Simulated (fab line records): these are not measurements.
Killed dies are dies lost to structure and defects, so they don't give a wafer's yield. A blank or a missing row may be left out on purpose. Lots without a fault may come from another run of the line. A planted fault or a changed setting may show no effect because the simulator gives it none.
fab line records	flow n5_finfet
record lots=10	wafers=29	last_day=17
route steps=1938 shown STI_FIN_REVEAL@200 DUMMY_GATE@219 PASSIVATION@1936
lots that met no fault: taken from a fault-free run of the same line
start_h: start of the lot's first displayed wafer, in hours after the record's first day	wait_h: hours since the lot's step before	" identical to the entry in the row above	L1.1+2: one row covering several wafers at once	- no value, or no start was given	* or withheld: withheld	< > ~ a bound
route shown NAME@n: names a module that has steps shown in the file, with the first one's number in the route	usual: the fault-free wafers' mean and standard deviation	same: alike in all rows	chamber/n: place in a boat	sites: readings site by site	_std_site: their standard deviation	_edge_site: inner sites' mean taken away from outer sites' mean	radius_mm: for every site, how far away it sits from the centre of the wafer	mask NAME#n: copy n	behind: tool/chamber where the wafer was last shaped	hold: reason for holding the lot/hours on hold/outcome of the hold	device: whichever transistor did not switch (one of n, p or np)	end of line: tests of these same wafers at the route's end	a step without rows: its recipe alone	killed: dies lost to structure and defects at the first sort, not the wafer's yield	map: per-die view of a wafer (x killed, . not killed, _ where there is no die)
set.NAME: the setting the step ran with; set.NAME@STEP: the setting that earlier step ran with	model.NAME: the simulator's own value behind a step, which no gauge read
the route's steps for a sample of lots (tables are steps, rows are wafers)
services: the hour from which a tool's chamber was out of use, counted from the record's first day as start_h (under 0 if before that day), plus the number of hours and why
## steps
# step N5_STI_FIN_REVEAL_OXIDATION_31
# recipe chemistry=O2_PLASMA_REMOTE	temp_c=150	time_s=20	pressure_mtorr=1000	source_power_w=2000	o2_flow_sccm=3000
# usual drypump_motor_current_A=5.6/0.32	heater_power_w=150/10	rf_fwd_power_W=1972/6.5
lot.wafer	tool	chamber	start_h	wait_h	drypump_motor_current_A	heater_power_w	rf_fwd_power_W	rf_hours_counter_h
L416.1	plasma_asher-01	0	37.73	0.0	5.9	162	1969	30
L416.5	"	1	"	"	5.6	157	1976	-
L417.4	plasma_asher-02	0	42.55	0.1	5.8	140	1971	-
L417.5	"	1	"	"	5.1	136	1970	-
L417.6	"	0	"	"	5.7	147	1969	-
L420.1	plasma_asher-01	1	62.91	0.0	5.6	151	1969	35
L420.4	"	0	"	"	6.0	163	1971	-
L420.6	"	1	"	"	5.6	153	1966	-
L421.1	plasma_asher-02	0	68.16	0.0	5.8	143	1980	85
L421.3	"	0	"	"	5.8	144	1977	-
L421.6	"	0	"	"	5.7	144	1981	-
L422.3	plasma_asher-01	1	73.96	0.1	5.6	153	1969	-
L422.4	"	0	"	"	6.0	163	1972	-
L422.5	"	1	"	"	5.6	157	1975	-
L424.3	plasma_asher-02	1	84.24	0.2	5.0	135	1981	-
L424.4	"	0	"	"	5.7	142	1984	-
L424.5	"	0	"	"	5.7	141	1972	-
L428.1	plasma_asher-02	1	110.70	0.0	5.1	138	1981	94
L428.3	"	0	"	"	5.7	146	1968	-
L428.5	"	1	"	"	5.1	134	1980	-
L429.1	plasma_asher-02	0	114.91	0.0	5.8	144	1977	94
L429.5	"	1	"	"	5.0	138	1987	-
L429.6	"	0	"	"	5.8	145	1970	-
L431.1	plasma_asher-01	0	126.93	0.0	5.9	157	1970	49
L431.4	"	1	"	"	5.5	157	1976	-
L431.5	"	1	"	"	5.5	159	1970	-
L436.1	plasma_asher-02	1	156.44	0.0	5.1	136	1976	103
L436.5	"	0	"	"	5.8	144	1966	-
L436.6	"	1	"	"	5.1	135	1974	-
# step N5_DUMMY_GATE_THK_MEAS_05
# usual thk_nm=71.9/1.1
lot.wafer	tool	chamber	start_h	wait_h	thk_nm
L416.1	film_metro-02	-	44.39	0.1	70.1
L416.5	"	-	"	"	71.0
L417.4	film_metro-01	-	49.17	0.1	72.7
L417.5	"	-	"	"	74.1
L417.6	"	-	"	"	72.5
L420.1	film_metro-01	-	68.08	0.1	72.8
L420.4	"	-	"	"	73.7
L420.6	"	-	"	"	73.4
L421.1	film_metro-02	-	73.00	0.2	71.3
L421.3	"	-	"	"	72.8
L421.6	"	-	"	"	70.3
L422.3	film_metro-02	-	78.77	0.1	71.9
L422.4	"	-	"	"	70.9
L422.5	"	-	"	"	74.0
L424.3	film_metro-02	-	89.08	0.2	70.2
L424.4	"	-	"	"	70.8
L424.5	"	-	"	"	69.8
L428.1	film_metro-02	-	115.51	0.1	73.4
L428.3	"	-	"	"	71.8
L428.5	"	-	"	"	73.1
L429.1	film_metro-01	-	119.79	0.2	71.6
L429.5	"	-	"	"	72.6
L429.6	"	-	"	"	70.3
L431.1	film_metro-01	-	131.81	0.2	71.4
L431.4	"	-	"	"	71.2
L431.5	"	-	"	"	71.6
L436.1	film_metro-01	-	161.30	0.1	72.1
L436.5	"	-	"	"	71.4
L436.6	"	-	"	"	69.2
# step N5_DUMMY_GATE_EXPOSE_12
# recipe mask_id=GATE	na=0.33	source_shape=annular	sigma_inner=0.2	sigma_outer=0.6	polarization=unpolarized	target_cd_nm=25	dose_mj=34
# usual exposure_dose_mJ_cm2=33.90/0.038
# same sigma_outer=0.6
lot.wafer	tool	chamber	start_h	wait_h	mask	exposure_dose_mJ_cm2
L416.1	euv_scanner-01	0	53.57	-	GATE#0	33.88
L416.5	"	0	"	"	GATE#0	33.87
L417.4	euv_scanner-02	0	55.43	-	GATE#0	33.92
L417.5	"	0	"	"	GATE#0	33.94
L417.6	"	0	"	"	GATE#0	33.92
L420.1	euv_scanner-01	0	72.37	-	GATE#0	33.94
L420.4	"	0	"	"	GATE#0	33.93
L420.6	"	0	"	"	GATE#0	33.89
L421.1	euv_scanner-02	0	77.29	-	GATE#0	33.94
L421.3	"	0	"	"	GATE#0	33.96
L421.6	"	0	"	"	GATE#0	33.89
L422.3	euv_scanner-02	0	82.95	-	GATE#0	33.84
L422.4	"	0	"	"	GATE#0	33.95
L422.5	"	0	"	"	GATE#0	33.91
L424.3	euv_scanner-01	0	93.27	-	GATE#0	33.90
L424.4	"	0	"	"	GATE#0	33.90
L424.5	"	0	"	"	GATE#0	33.91
L428.1	euv_scanner-01	0	119.80	-	GATE#0	36.20
L428.3	"	0	"	"	GATE#0	36.13
L428.5	"	0	"	"	GATE#0	36.18
L429.1	euv_scanner-01	0	123.97	-	GATE#0	35.76
L429.5	"	0	"	"	GATE#0	35.76
L429.6	"	0	"	"	GATE#0	35.80
L431.1	euv_scanner-02	0	140.86	-	GATE#0	33.89
L431.4	"	0	"	"	GATE#0	33.89
L431.5	"	0	"	"	GATE#0	33.90
L436.1	euv_scanner-02	0	165.59	-	GATE#0	33.90
L436.5	"	0	"	"	GATE#0	33.93
L436.6	"	0	"	"	GATE#0	33.91
# step N5_DUMMY_GATE_CD_MEAS_15
# recipe target_cd_nm=25.8	landing_energy_ev=500	detector=se_inlens
# usual cd_nm=24.96/0.23
lot.wafer	tool	chamber	start_h	wait_h	cd_nm
L416.1	cd_sem-03	0	53.70	-	24.92
L416.5	"	0	"	"	24.88
L417.4	cd_sem-02	0	55.54	-	24.63
L417.5	"	0	"	"	25.23
L417.6	"	0	"	"	24.76
L420.1	cd_sem-01	0	72.49	-	25.07
L420.4	"	0	"	"	24.88
L420.6	"	0	"	"	25.22
L421.1	cd_sem-01	0	77.42	-	25.56
L421.3	"	0	"	"	25.25
L421.6	"	0	"	"	25.47
L422.3	cd_sem-01	0	83.07	-	25.41
L422.4	"	0	"	"	24.85
L422.5	"	0	"	"	25.17
L424.3	cd_sem-02	0	93.39	-	24.95
L424.4	"	0	"	"	24.83
L424.5	"	0	"	"	24.75
L428.1	cd_sem-01	0	119.93	-	23.40
L428.3	"	0	"	"	23.85
L428.5	"	0	"	"	23.66
L429.1	cd_sem-01	0	124.09	-	24.00
L429.5	"	0	"	"	23.93
L429.6	"	0	"	"	24.08
L431.1	cd_sem-02	0	140.99	-	24.68
L431.4	"	0	"	"	24.82
L431.5	"	0	"	"	24.59
L436.1	cd_sem-02	0	165.72	-	24.75
L436.5	"	0	"	"	25.00
L436.6	"	0	"	"	24.83
# step N5_DUMMY_GATE_STRIP_40
# recipe chemistry=CF4	resist=SiARC	power_w=300	bias_power_w=75	pressure_mtorr=50	cf4_flow_sccm=150	rf_frequency_hz=6e+07
# usual drypump_motor_current_A=5.8/0.58	oes_product_au=0.76/0.074	rf_fwd_power_W=292.7/0.87	rf_vpp_V=271.1/1.4	showerhead_plenum_p_Torr=1.79/0.054	throttle_valve_pct=13.7/0.33
lot.wafer	tool	chamber	start_h	wait_h	drypump_motor_current_A	oes_product_au	rf_fwd_power_W	rf_hours_counter_h	rf_vpp_V	showerhead_plenum_p_Torr	throttle_valve_pct
L416.1	rie_diel-04	2	54.16	0.1	5.7	0.69	292.9	238	272.6	1.85	14.0
L416.5	"	2	"	"	5.7	0.68	292.5	-	271.7	1.85	14.0
L417.4	rie_diel-03	1	55.99	0.1	5.3	0.77	292.9	134	270.7	1.79	13.3
L417.5	"	2	"	"	5.5	0.72	292.8	-	269.5	1.72	13.7
L417.6	"	1	"	"	5.3	0.77	293.7	-	271.6	1.79	13.3
L420.1	rie_diel-03	2	72.96	0.1	5.5	0.71	293.0	190	271.5	1.72	13.8
L420.4	"	3	"	"	6.3	0.74	292.0	174	270.6	1.86	13.6
L420.6	"	3	"	"	6.2	0.75	292.2	-	272.6	1.86	13.6
L421.1	rie_diel-03	1	77.91	0.1	5.3	0.76	294.0	141	269.6	1.79	13.3
L421.3	"	2	"	"	5.5	0.71	292.5	191	269.0	1.72	13.8
L421.6	"	2	"	"	5.5	0.71	292.3	-	267.4	1.72	13.8
L422.3	rie_diel-04	1	83.53	0.1	6.5	0.82	293.5	78	271.4	1.81	13.4
L422.4	"	3	"	"	6.6	0.75	291.3	155	270.0	1.72	13.8
L422.5	"	3	"	"	6.7	0.74	292.7	-	269.2	1.71	13.8
L424.3	rie_diel-04	2	94.58	0.2	5.7	0.67	293.3	249	270.4	1.84	14.1
L424.4	"	1	"	"	6.5	0.81	292.2	80	271.0	1.80	13.5
L424.5	"	2	"	"	5.7	0.67	291.4	-	272.0	1.84	14.0
L428.1	rie_diel-01	0	120.61	0.1	4.7	0.91	293.0	25	271.4	1.83	13.3
L428.3	"	1	"	"	5.2	0.72	293.0	188	271.4	1.77	13.9
L428.5	"	3	"	"	6.4	0.90	292.5	-	270.6	1.75	13.3
L429.1	rie_diel-01	0	124.55	0.1	4.8	0.90	291.0	27	270.9	1.83	13.3
L429.5	"	3	"	"	6.4	0.89	293.4	-	270.4	1.75	13.3
L429.6	"	1	"	"	5.2	0.71	291.7	-	271.1	1.77	13.9
L431.1	rie_diel-03	3	141.48	0.1	6.2	0.72	292.6	191	271.5	1.86	13.7
L431.4	"	1	"	"	5.3	0.74	292.5	159	271.7	1.78	13.4
L431.5	"	3	"	"	6.3	0.72	292.0	-	273.8	1.86	13.6
L436.1	rie_diel-04	0	166.39	0.1	5.7	0.67	295.1	241	271.3	1.85	14.2
L436.5	"	3	"	"	6.6	0.72	292.4	-	268.2	1.71	13.8
L436.6	"	0	"	"	5.7	0.67	293.8	-	271.1	1.85	14.3
# step N5_DUMMY_GATE_CD_MEAS_50
# recipe target_cd_nm=14
# usual cd_nm=14.1/0.39
lot.wafer	tool	chamber	start_h	wait_h	cd_nm
L416.1	cd_sem-02	-	54.21	0.0	13.8
L416.5	"	-	"	"	14.0
L417.4	cd_sem-03	-	56.05	0.0	13.6
L417.5	"	-	"	"	13.1
L417.6	"	-	"	"	13.6
L420.1	cd_sem-02	-	73.01	0.0	15.1
L420.4	"	-	"	"	14.5
L420.6	"	-	"	"	13.9
L421.1	cd_sem-02	-	77.96	0.0	14.4
L421.3	"	-	"	"	14.4
L421.6	"	-	"	"	14.3
L422.3	cd_sem-01	-	83.58	0.0	14.4
L422.4	"	-	"	"	14.2
L422.5	"	-	"	"	14.7
L424.3	cd_sem-03	-	94.64	0.0	13.9
L424.4	"	-	"	"	14.1
L424.5	"	-	"	"	14.2
L428.1	cd_sem-03	-	120.66	0.0	12.9
L428.3	"	-	"	"	12.5
L428.5	"	-	"	"	13.3
L429.1	cd_sem-03	-	124.60	0.0	13.0
L429.5	"	-	"	"	13.2
L429.6	"	-	"	"	13.0
L431.1	cd_sem-03	-	141.53	0.0	14.3
L431.4	"	-	"	"	14.4
L431.5	"	-	"	"	13.7
L436.1	cd_sem-01	-	166.44	0.0	14.3
L436.5	"	-	"	"	14.6
L436.6	"	-	"	"	13.7
# step N5_DUMMY_GATE_CD_MEAS_24
# recipe target_cd_nm=15
# usual cd_nm=15.1/0.4
lot.wafer	tool	chamber	start_h	wait_h	cd_nm
L416.1	cd_sem-02	-	54.70	0.1	15.3
L416.5	"	-	"	"	15.3
L417.4	cd_sem-02	-	56.54	0.1	14.4
L417.5	"	-	"	"	14.7
L417.6	"	-	"	"	14.9
L420.1	cd_sem-02	-	73.60	0.1	15.5
L420.4	"	-	"	"	15.2
L420.6	"	-	"	"	14.8
L421.1	cd_sem-03	-	78.45	0.1	16.2
L421.3	"	-	"	"	15.9
L421.6	"	-	"	"	15.1
L422.3	cd_sem-02	-	84.08	0.1	15.6
L422.4	"	-	"	"	15.0
L422.5	"	-	"	"	16.0
L424.3	cd_sem-03	-	95.13	0.1	15.0
L424.4	"	-	"	"	15.1
L424.5	"	-	"	"	14.5
L428.1	cd_sem-02	-	121.33	0.1	13.7
L428.3	"	-	"	"	13.2
L428.5	"	-	"	"	14.2
L429.1	cd_sem-02	-	125.09	0.1	14.1
L429.5	"	-	"	"	14.4
L429.6	"	-	"	"	13.6
L431.1	cd_sem-02	-	142.03	0.1	15.2
L431.4	"	-	"	"	15.4
L431.5	"	-	"	"	14.8
L436.1	cd_sem-01	-	167.11	0.1	15.2
L436.5	"	-	"	"	15.4
L436.6	"	-	"	"	15.0
# step N5_PASSIVATION_PROBE_49
# usual killed_at_M0_to_M3=36/10	killed_at_M4_up=13/5.5	killed_at_contacts=12/5.6	killed_at_front_end=42/12	killed_at_other=4/3.2	killed_dies=108/18	killed_open=71/13	killed_short=34/7.8
# same gross_dies=1180	killed_at_back_side=0
lot.wafer	tool	chamber	start_h	wait_h	killed_at_M0_to_M3	killed_at_M4_up	killed_at_contacts	killed_at_front_end	killed_at_other	killed_dies	killed_open	killed_short
L428.1	prober-02	-	336.83	0.0	48	22	5	37	6	118	70	45
L428.3	prober-02	-	336.93	0.1	43	11	3	47	4	108	58	49
L429.6	prober-01	-	355.39	0.3	22	9	23	41	4	99	60	35
# killed by level:class
L428.1 FIN_SAQP:geometric_particle:open=10 BEOL_M0_SAQP:geometric_particle:short=10 BEOL_M2:geometric_particle:open=10 FIN_SAQP:geometric_particle:short=7 BEOL_M0:geometric_particle:short=7 BEOL_M3:geometric_particle:open=7 BEOL_M4:geometric_particle:open=7 DUMMY_GATE:geometric_particle:open=5
L428.3 STI_FIN_REVEAL:geometric_particle:open=16 BEOL_M0_SAQP:geometric_particle:short=11 STARTING-WAFER:geometric_particle:short=9 FIN_SAQP:geometric_particle:short=8 BEOL_M2:geometric_particle:open=8 BEOL_M0_SAQP:geometric_particle:open=8 BEOL_M0:geometric_particle:short=4 DUMMY_GATE:geometric_particle:open=3
L429.6 MOL_CONTACT_COAG:geometric_particle:open=17 GATE_CUT:geometric_particle:short=10 FIN_SAQP:geometric_particle:short=8 FIN_SAQP:geometric_particle:open=8 BEOL_M2:geometric_particle:open=8 MOL_CONTACT_COAG:geometric_particle:short=6 BEOL_M3:geometric_particle:open=4 DUMMY_GATE:geometric_particle:open=3
## services
tool	chamber	start_h	hours	kind
euv_scanner-02	-	23.20	4.6	pm
plasma_asher-02	-	23.89	4.4	repair
rie_diel-04	-	25.11	0.3	repair
rie_diel-03	2	31.89	9.4	repair
rie_diel-04	-	32.22	14.6	pm
euv_scanner-01	-	48.24	1.0	pm
plasma_asher-01	-	52.56	3.0	repair
rie_diel-01	-	61.20	4.3	pm
euv_scanner-02	-	61.62	1.0	pm
rie_diel-03	-	63.79	0.7	repair
euv_scanner-01	0	75.72	-	calibration
rie_diel-03	0	86.86	11.8	repair
plasma_asher-02	-	88.29	2.8	pm
euv_scanner-02	-	92.74	2.5	repair
rie_diel-03	3	95.85	18.6	repair
rie_diel-04	2	97.76	-	clean
rie_diel-04	2	97.76	-	consumable_replace:focus_ring
euv_scanner-01	-	104.39	1.0	pm
euv_scanner-02	-	117.77	1.0	pm
rie_diel-04	1	129.49	9.0	repair
rie_diel-04	0	130.52	10.4	repair
rie_diel-04	1	139.52	4.0	repair
euv_scanner-02	0	159.51	-	calibration
euv_scanner-01	-	160.54	1.0	pm
## key
first_sign step=N5_DUMMY_GATE_EXPOSE_12	reading=exposure_dose_mJ_cm2	direction=up	sigmas=55	usual=33.90	struck=35.97
effect step=N5_DUMMY_GATE_CD_MEAS_15	reading=cd_nm	direction=down	sigmas=5	usual=24.96	struck=23.82	through=control_loop
effect step=N5_DUMMY_GATE_CD_MEAS_50	reading=cd_nm	direction=down	sigmas=2.9	usual=14.1	struck=13.0	through=control_loop
effect step=N5_DUMMY_GATE_CD_MEAS_24	reading=cd_nm	direction=down	sigmas=3.1	usual=15.1	struck=13.9	through=control_loop
met_at N5_DUMMY_GATE_EXPOSE_12
struck_lots L428,L429
tester_left_out L428,L429
loop_trim step=N5_DUMMY_GATE_EXPOSE_12	setting=dose	lots=L429
not_acting_at N5_STI_FIN_REVEAL_OXIDATION_31,N5_DUMMY_GATE_THK_MEAS_05,N5_DUMMY_GATE_STRIP_40
onset_between 93.27 119.80
fault kind=process_parameter_drift	tool=euv_scanner-01	chamber=-	onset_h=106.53	steps=N5_DUMMY_GATE_EXPOSE_12	channel=dose_mj	offset=2.3263	shape=step	acts_in=these_recipes_only	stated=34
# tester_left_out: of these lots the tester's yield and bins aren't shown, on N5 and GAA mostly nor the transistor test; their killed dies are dies lost to structure and defects alone, not to doping, threshold or leakage, so they don't give the yield
# loop_trim: a control loop set the setting to another value than it would have without faults
